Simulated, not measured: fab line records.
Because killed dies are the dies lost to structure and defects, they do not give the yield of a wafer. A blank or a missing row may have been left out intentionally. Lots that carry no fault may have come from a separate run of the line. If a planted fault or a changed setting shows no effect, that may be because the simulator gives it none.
8D (eight disciplines) problem report, filled in by code / flow n5Finfet / the parts of the form that need people (team, actions taken, sign-off) are left out

== 1. PROBLEM STATEMENT ==
At N5_BEOL_M5_CD_MEAS_28, cdNm averages 27.65 nm over 6 wafers from 2 lots, while fault-free wafers read 30.55 nm, standard deviation 0.22. Relative to the usual mean, that is a shift of -13 standard deviations.
The step: target cd 30.6 nm, target cd y 20 nm.
First observed at day 12 19:46: wafer L464.2, on cdSem-02. The record holds 24 wafers of 8 lots with a number at this step. By rule, "out" or "out of limits" means more than 4 standard deviations away from the usual mean. Any other wafer with a number is counted as sound.

== 2. WHAT IT IS, WHAT IT ISN'T ==
question=which readings at this step | is=cdNm | is not=-
question=which lots | is=L464, L466 | is not=L449, L454, L455, L465, L467, L470
question=which wafers of those lots | is=all that have a number | is not=-
question=read on which gauges | is=cdSem-02, cdSem-03 | is not=cdSem-01
question=when | is=from day 12 19:46 | is not=up to then (9 sound wafers); but 9 sound wafers of L465, L467, L470 came after

== 3. THE SUSPECTS, EACH WITH WHAT RULES IT OUT ==
Counting: any tool at a process step up to the reading is kept as a suspect provided that every lot that is out went through it and no sound lot did after the first of them.
- the gauge at N5_BEOL_M5_CD_MEAS_28 has been ruled out. 2 gauges (cdSem-02, cdSem-03) read the wafers that are out.
- euvScanner-02 at N5_BEOL_M5_EXPOSE_25 (exposes mask V4, defocus 10 nm): kept. All lots that are out passed through it, beginning with L464 at day 12 19:38, and no sound lot followed; its final sound lot before that point was L455 at day 10 02:55. Out on those wafers are its own readings of exposureDoseMJCm2.
After counting, what remains is euvScanner-02 at N5_BEOL_M5_EXPOSE_25.

== 4. THE CAUSE (what the simulator had put in) ==
Process parameters drifting: euvScanner-02 at N5_BEOL_M5_EXPOSE_25, beginning at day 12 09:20. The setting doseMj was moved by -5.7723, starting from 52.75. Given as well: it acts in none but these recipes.
The count eliminated every tool but this one.

== 5. THE CHAIN OF EFFECTS, in route order ==
Each row: a reading where the mean over the struck wafers with a number is more than 3 standard deviations away from the usual. Only readings for which the record gives a usual standard deviation are gone through. hours: the time from each lot's start at the first step in this table that gives one to its start at this step, as a median over the lots. sigmas: the change in usual standard deviations.
hours=0; step=N5_BEOL_M5_EXPOSE_25; reading=exposureDoseMJCm2; usual=52.70; on struck wafers=46.88; change=-5.82; sigmas=-88
hours=0; step=N5_BEOL_M5_CD_MEAS_28; reading=cdNm; usual=30.55 nm; on struck wafers=27.65; change=-2.90; sigmas=-13
hours=92; step=N5_PASSIVATION_PROBE_49; reading=defectLimitedYield; usual=91.2 %; on struck wafers=4.5; change=-86.7; sigmas=-62
hours=92; step=N5_PASSIVATION_PROBE_49; reading=killed_at_M4_up; usual=12; on struck wafers=1017; change=+1005; sigmas=+99 or more
hours=92; step=N5_PASSIVATION_PROBE_49; reading=killedDies; usual=103; on struck wafers=1127; change=+1024; sigmas=+60
hours=92; step=N5_PASSIVATION_PROBE_49; reading=killedOnRim; usual=14; on struck wafers=145; change=+131; sigmas=+29
hours=92; step=N5_PASSIVATION_PROBE_49; reading=sort_bin_5_function; usual=5.1 %; on struck wafers=68.9; change=+63.8; sigmas=+67
hours=92; step=N5_PASSIVATION_PROBE_49; reading=sort_bin_6_memory; usual=3.3 %; on struck wafers=13.4; change=+10.1; sigmas=+15
hours=92; step=N5_PASSIVATION_PROBE_49; reading=sortNPass; usual=1077; on struck wafers=53; change=-1024; sigmas=-60
hours=92; step=N5_PASSIVATION_PROBE_49; reading=sortYieldPct; usual=91.2 %; on struck wafers=4.5; change=-86.7; sigmas=-62
Process steps it contains:
- N5_BEOL_M5_EXPOSE_25: exposes mask V4, defocus 10 nm.
- N5_PASSIVATION_PROBE_49

== 6. HOW IT WOULD HAVE BEEN CAUGHT EARLIER ==
The first out-of-limits reading at a measuring or inspecting step in this record came at day 12 19:46, 10 hours after the fault's start at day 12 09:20.
Tool's own readings at N5_BEOL_M5_EXPOSE_25, exposureDoseMJCm2: out on all struck wafers the step has rows for; an alarm limit on them would have tripped on the first.
Lots out: 2; all had begun N5_BEOL_M5_EXPOSE_25 on euvScanner-02 by day 12 19:46. None of them would have been spared by holding the tool at that moment.
